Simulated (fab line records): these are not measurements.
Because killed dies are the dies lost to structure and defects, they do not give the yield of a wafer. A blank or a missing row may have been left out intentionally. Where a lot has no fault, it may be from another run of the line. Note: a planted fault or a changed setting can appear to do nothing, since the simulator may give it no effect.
A struck lot beside a sound one | flow nandHarc | 37 out of 1302 route steps
Sound: wafers L282.4, L282.5, L282.6. Wafers struck: L292.1, L292.3, L292.4. The cause comes at the end.
For every step that has rows: the tool of each side, followed by ch and its chambers, followed by its first start. Under that, the readings that differ: sound wafers | struck wafers | difference of the means | sigmas: that difference in standard deviations of wafers without a fault.
alike: a reading whose means differ by less than 2 such deviations, as well as words and numbers matching on both sides. not compared: withheld readings; readings where some wafer has no value; bounds like >300 that might hide an equal value; numbers whose values overlap and for which the record gives no deviation.
The two part at a step that has a row with sigmas, a row that says differs or no value, or rows on one side only. Numbers that have no deviation but don't overlap get no sigmas and don't part them. A reading missing from all wafers of one side parts the sides only when that side holds two or more wafers.

first, 3 steps without rows for these wafers: NHARC_A_STAIRCASE_STRIP_317 (strips in SPM, time 900 s); NHARC_A_STAIRCASE_PRECLEAN_318 (cleans in SC1); NHARC_A_STAIRCASE_SRD_329.
NHARC_A_STAIRCASE_ALD_415: deposits SiO2, target thk 30 nm, pulse time 6 s, ald cycles 300.
  sound on aldHk-02 ch 2,3, day 19 18:55; struck on aldHk-01 ch 0,1,2, day 23 23:02
  alike: heaterPowerW, precursorPulseHeightRel
then, 2 steps without rows for these wafers: NHARC_A_STAIRCASE_ETCHBACK_416 (etches the open film in C4F8/O2/Ar, target depth 36 nm, time 7.2 s); NHARC_A_STAIRCASE_STRIP_476 (strips in O2, time 20 s).
NHARC_A_STAIRCASE_DEP_417: deposits Si3N4, target thk 60 nm.
  sound on pecvd-02 ch 0,1,2, day 19 21:53; struck on pecvd-02 ch 0,1, day 24 01:20
  alike: heaterPowerW
then, 3 steps without rows for these wafers: NHARC_A_STAIRCASE_WET_418 (chemistry H3PO4, target depth 20 nm); NHARC_A_STAIRCASE_PRECLEAN_419 (cleans in SC1); NHARC_A_STAIRCASE_SRD_421.
NHARC_A_STAIRCASE_ALD_420: deposits SiO2, target thk 20 nm, pulse time 6 s, ald cycles 200.
  sound on aldHk-01 ch 0,3, day 20 00:28; struck on aldHk-03 ch 1,2,3, day 24 04:10
  alike: heaterPowerW, precursorPulseHeightRel
NHARC_A_STAIRCASE_CVD_552: deposits SiNx, target thk 40 nm.
  sound on lpcvd-02 ch 1, day 20 05:02; struck on lpcvd-02 ch 1, day 24 08:34
  alike: spikeTcUpperC
then, 2 steps without rows for these wafers: NHARC_A_STAIRCASE_DEP_151 (deposits SiO2, target thk 7200 nm); NHARC_A_STAIRCASE_ANNEAL_320 (time 1800 s).
NHARC_A_STAIRCASE_DEP_322: deposits SiO2, target thk 7200 nm.
  sound on pecvd-02 ch 0,1,2, day 20 18:28; struck on pecvd-02 ch 0,1, day 24 18:22
  alike: heaterPowerW
then, 12 steps without rows for these wafers: NHARC_A_STAIRCASE_ANNEAL_323 (time 1800 s); NHARC_A_STAIRCASE_DEP_325 (deposits SiO2, target thk 7200 nm); NHARC_A_STAIRCASE_ANNEAL_326 (time 1800 s); NHARC_A_STAIRCASE_DEHYDRATE_433 (time 120 s); NHARC_A_STAIRCASE_HMDS_434 (time 30 s); NHARC_A_STAIRCASE_COAT_435; NHARC_A_STAIRCASE_SOFTBAKE_436 (time 170 s); NHARC_A_STAIRCASE_EBR_437; NHARC_A_STAIRCASE_EXPOSE_438 (exposes mask STAIR REV); NHARC_A_STAIRCASE_PEB_439 (peb time 130 s); NHARC_A_STAIRCASE_DEVELOP_440 (time 140 s); NHARC_A_STAIRCASE_HARDBAKE_442 (time 140 s).
NHARC_A_STAIRCASE_DESCUM_443: chemistry O2, time 3 s.
  sound on rieDiel-11 ch 1,2, day 21 12:17; struck on rieDiel-12 ch 1,2,3, day 25 11:30
  alike: drypumpMotorCurrentA, oesProductAu, rfVppV, showerheadPlenumPTorr, throttleValvePct
  not compared: rfHoursCounterH
then, 7 steps without rows for these wafers: NHARC_A_STAIRCASE_ETCH_444 (etches the open film in C4F8/O2, target depth 20400 nm, time 6800 s); NHARC_A_STAIRCASE_STRIP_446 (strips in O2); NHARC_A_STAIRCASE_STRIP_447 (strips in SPM, time 900 s); NHARC_A_STAIRCASE_PRECLEAN_448 (cleans in SC1); NHARC_A_STAIRCASE_SRD_449; NHARC_A_STAIRCASE_CMP_450 (polishes SiO2, target thk 200 nm); NHARC_A_STAIRCASE_CMP_152 (polishes).
NHARC_A_SGD_CUT_DESCUM_14: chemistry O2, time 3 s.
  sound on rieDiel-05 ch 1,2, day 21 20:17; struck on rieDiel-01 ch 0,1,2, day 25 21:36
reading | sound | struck                                                                  | difference                   | sigmas
hold    | - - - | awaitDispo/1.6h/release awaitDispo/1.6h/release awaitDispo/1.6h/release | no value on the sound wafers | 
  alike: drypumpMotorCurrentA, oesProductAu, rfVppV, showerheadPlenumPTorr, throttleValvePct
  not compared: rfHoursCounterH
-- break in the record here, with 5 days between the starts of the struck wafers on either side (left off in module A_SGD_CUT, picked up again in module END, where the first step shown is number 1302 on the route) --
NHARC_END_SORT_01:
  at this point the record logs the struck wafers (prober-02 ch 0, day 31 06:19) and has no rows for the sound ones

## WHERE THEY PART
Earliest at NHARC_A_SGD_CUT_DESCUM_14; latest, in this record, at NHARC_END_SORT_01.

WHY: the cause the simulator had injected
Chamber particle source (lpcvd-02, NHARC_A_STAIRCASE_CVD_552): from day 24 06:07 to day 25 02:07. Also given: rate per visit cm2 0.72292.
